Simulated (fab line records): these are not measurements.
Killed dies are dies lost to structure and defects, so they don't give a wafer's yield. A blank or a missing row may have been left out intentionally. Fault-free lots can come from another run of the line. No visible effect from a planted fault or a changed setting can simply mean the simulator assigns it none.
2 desks, one fault	flow n5_finfet	each desk holds nothing but its own numbers, with what lay behind them at the end

## METROLOGY DESK
Lot by lot, what the gauges showed, no matter which tool ran the lot: averages of those sampled wafers that carry a number. Marked OUT: a lot whose mean sits more than 4 standard deviations from the usual mean, which makes it out of limits; the brackets give that distance.
Columns: A = cd_nm at N5_FIN_SAQP_CD_MEAS_27, usual 20.25 nm
lot	first seen here	A
L803	day 2 13:04	20.42
L804	day 2 18:46	20.35
L805	day 3 02:16	20.56
L806	day 3 06:11	20.09
L808	day 3 17:19	19.89
L810	day 4 06:32	20.41
L811	day 4 12:20	22.37 (+8.8) OUT
L813	day 5 01:17	24.83 (+19) OUT
L817	day 6 00:10	20.37
L819	day 6 13:26	20.10
L821	day 7 00:10	20.05
L824	day 7 22:07	20.34
Finding of this desk: L811, L813 out of limits; the first was L811 at day 4 12:20, on cd_nm at N5_FIN_SAQP_CD_MEAS_27. L803, L804, L805, L806, L808, L810, L817, L819, L821, L824 stayed within limits.

## AT THE TOOL OWNER'S DESK: ald_sin-03
The tool's own readings at N5_FIN_SAQP_SPACER1_ALD_24 (deposits SiO2, target thk 20.3 nm, pulse time 1 s, purge time 2 s): means of the sampled wafers that have a number, for each lot that ran on this tool. Marked OUT: a lot whose mean sits more than 4 standard deviations from the usual mean, which makes it out of limits; the brackets give that distance.
Columns: A = heater_power_w at N5_FIN_SAQP_SPACER1_ALD_24, usual 460 W; B = precursor_pulse_height_rel at N5_FIN_SAQP_SPACER1_ALD_24, usual 0.998
lot	first seen here	A	B
L803	day 2 12:08	450	0.980
L805	day 3 01:19	432	0.984
L811	day 4 11:26	451	1.007
L813	day 5 00:10	424	0.993
Finding of this desk: none of the 4 lots has anything out of limits.

## BROUGHT TOGETHER
At day 4 12:20 the metrology desk could have sounded an alarm, on L811, L813.
Nothing out of limits was seen by the tool owner's desk.
The tool owner's desk has L811, L813 on record, within its limits.
Every lot named ran N5_FIN_SAQP_SPACER1_ALD_24 on ald_sin-03.

## WHAT HAD BEEN PUT IN BY THE SIMULATOR
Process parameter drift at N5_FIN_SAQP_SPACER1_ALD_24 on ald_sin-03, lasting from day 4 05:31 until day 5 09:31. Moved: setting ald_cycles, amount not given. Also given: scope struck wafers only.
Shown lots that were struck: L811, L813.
Time in hours between the start of the fault and the first out-of-limits reading at each desk: metrology desk, 7.
